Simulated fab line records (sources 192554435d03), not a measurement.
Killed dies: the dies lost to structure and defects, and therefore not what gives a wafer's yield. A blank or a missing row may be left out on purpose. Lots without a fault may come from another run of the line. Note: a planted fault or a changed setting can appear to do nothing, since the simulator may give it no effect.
Split-lot experiment + flow n5 finfet + route with 1938 steps; 7 lots, 21 wafers read

## SPLIT DETAILS
At N5_FIN_SAQP_PECVD_06 (deposits a-Si from SiH4/He, target thk 60 nm, time 48.1 s), the setting time s was moved away from the recipe's 48.1 s on 6 of the 21 wafers read, by -13.9% to +13.6%. The other wafers ran this setting at the recipe's value.

## FROM THE SPLIT TO THE READING: what the file shows between them, 10 steps
- N5_FIN_SAQP_THK_MEAS_07
- N5_FIN_SAQP_HM_DEP_72: deposits SiO2 from SiH4/N2O, target thk 12 nm, time 7.2 s
- N5_FIN_SAQP_COAT_49: time 60 s, resist thk 100 nm
- N5_FIN_SAQP_HM_OPEN_73: chemistry CHF3/O2, target SiO2, stops on a-Si, target depth 12 nm, time 16.8 s
- N5_FIN_SAQP_STRIP_74: strips in CHF3/O2
- N5_FIN_SAQP_MANDREL_ETCH_22: etches a-Si in HBr/Cl2, stops on SiNx, target depth 60 nm, bt time 10 s, time 30 s
- N5_FIN_SAQP_STRIP_55: strips in N2/H2
- N5_FIN_SAQP_STRIP_23: strips in SPM, time 750 s
- N5_FIN_SAQP_SRD_66: time 30 s
- N5_FIN_SAQP_RECESS_75: chemistry HF/NH3, target SiO2, target depth 14.4 nm, afs cycles 3, sublimation time 60 s

## THE READING
a-Si_of_FIN_SAQP_PECVD_06.thk nm (the simulator's own value, which no gauge read), in nm, at N5_FIN_SAQP_SPACER1_ALD_24 (deposits SiO2, target thk 20.3 nm, pulse time 1 s, purge time 2 s). No usual value for it is given in the file. Here, 15 wafers ran the recipe; their average is 59.7 nm with a standard deviation of 0.55 nm.

| wafer  | tool, chamber at the split | time s as run, s | against the recipe | a-Si_of_FIN_SAQP_PECVD_06.thk nm, nm | against lot-mates on the recipe |
|--------|----------------------------|------------------|--------------------|--------------------------------------|---------------------------------|
| L074.3 | pecvd-04, 1                | 54.63            | +13.6%             | 67.8                                 | +7.4                            |
| L074.5 | pecvd-04, 0                | 54.63            | +13.6%             | 68.6                                 | +8.2                            |
| L074.6 | pecvd-04, 1                | 48.1             | recipe             | 60.4                                 | -                               |
| L078.2 | pecvd-04, 0                | 48.1             | recipe             | 58.6                                 | -                               |
| L078.5 | pecvd-04, 1                | 48.1             | recipe             | 59.8                                 | -                               |
| L078.6 | pecvd-04, 0                | 48.1             | recipe             | 60.2                                 | -                               |
| L079.1 | pecvd-04, 0                | 48.1             | recipe             | 59.6                                 | -                               |
| L079.2 | pecvd-04, 2                | 48.1             | recipe             | 60.4                                 | -                               |
| L079.3 | pecvd-04, 1                | 48.1             | recipe             | 59.4                                 | -                               |
| L085.1 | pecvd-04, 1                | 48.1             | recipe             | 59.2                                 | -                               |
| L085.3 | pecvd-04, 2                | 48.1             | recipe             | 59.8                                 | -                               |
| L085.6 | pecvd-04, 1                | 42.25            | -12.2%             | 52                                   | -7.5                            |
| L094.4 | pecvd-01, 2                | 41.65            | -13.4%             | 52.8                                 | -7.4                            |
| L094.5 | pecvd-01, 1                | 48.1             | recipe             | 60.2                                 | -                               |
| L094.6 | pecvd-01, 0                | 41.65            | -13.4%             | 52.6                                 | -7.6                            |
| L096.2 | pecvd-01, 1                | 48.1             | recipe             | 59                                   | -                               |
| L096.3 | pecvd-01, 0                | 48.1             | recipe             | 59                                   | -                               |
| L096.6 | pecvd-01, 1                | 41.42            | -13.9%             | 51.4                                 | -7.6                            |
| L097.2 | pecvd-02, 1                | 48.1             | recipe             | 60                                   | -                               |
| L097.3 | pecvd-02, 2                | 48.1             | recipe             | 59.4                                 | -                               |
| L097.4 | pecvd-02, 1                | 48.1             | recipe             | 60.2                                 | -                               |

THE FIT
A straight line over all 21 wafers: a-Si_of_FIN_SAQP_PECVD_06.thk nm changes by +0.589 nm for each +1% of time s; r = +0.99; the points scatter about the line by 0.61 nm.
The same after taking each lot's own level away (the mean of its wafers on the recipe; 21 wafers): +0.571 nm for each +1%; r = +1.00; scatter 0.42 nm.
That fit puts the effect of the largest move of time s on the reading at 7.9 nm.
The lots' own levels span 59.00 to 60.40 nm, that is 2.6 times the standard deviation above.
The two slopes are in agreement: the lot-to-lot level therefore moves the slope only a little.
Check: with one of the wafers moved furthest among these (-13.9%) left out of the fit, the line predicts -7.99 nm for it against its lot-mates. Against them it came out at -7.6 nm.

## ADDITIONAL SPLITS CARRIED BY THESE WAFERS
Before the reading, these wafers also passed through other splits. Each is held against what the fit with the lots' levels taken away leaves over:
| other split on the same wafers | wafers away from the commonest value | r with a-Si_of_FIN_SAQP_PECVD_06.thk nm (lot level and that fit taken away) |
|--------------------------------|--------------------------------------|-----------------------------------------------------------------------------|
| N5_WELL_APT_COAT_02 spin rpm   | 8                                    | -0.39                                                                       |
| N5_FIN_SAQP_PECVD_47 time s    | 9                                    | +0.21                                                                       |

## THE WHOLE CHAIN: every reading that the file lists as answering this split, in the file's order
| step                        | what it does                                                                       | reading                                                                           | change (the file's fit)               | r (the file's) |
|-----------------------------|------------------------------------------------------------------------------------|-----------------------------------------------------------------------------------|---------------------------------------|----------------|
| N5_FIN_SAQP_PECVD_06        | deposits a-Si from SiH4/He, target thk 60 nm, time 48.1 s                          | a-Si_of_FIN_SAQP_PECVD_06.thk nm (the simulator's own value, which no gauge read) | +0.577 nm for each +1% of the setting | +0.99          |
| N5_FIN_SAQP_THK_MEAS_07     |                                                                                    | thk nm                                                                            | withheld for each +1% of the setting  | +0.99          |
| N5_FIN_SAQP_MANDREL_ETCH_22 | etches a-Si in HBr/Cl2, stops on SiNx, target depth 60 nm, bt time 10 s, time 30 s | etch.depth nm (the simulator's own value, which no gauge read)                    | +0.576 nm for each +1% of the setting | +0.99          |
| N5_FIN_SAQP_SPACER1_ALD_24  | deposits SiO2, target thk 20.3 nm, pulse time 1 s, purge time 2 s                  | a-Si_of_FIN_SAQP_PECVD_06.thk nm (the simulator's own value, which no gauge read) | +0.572 nm for each +1% of the setting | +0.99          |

## FILE'S OWN FIT
a-Si_of_FIN_SAQP_PECVD_06.thk nm changes by +0.572 nm for each +1% of time s, r = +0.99.
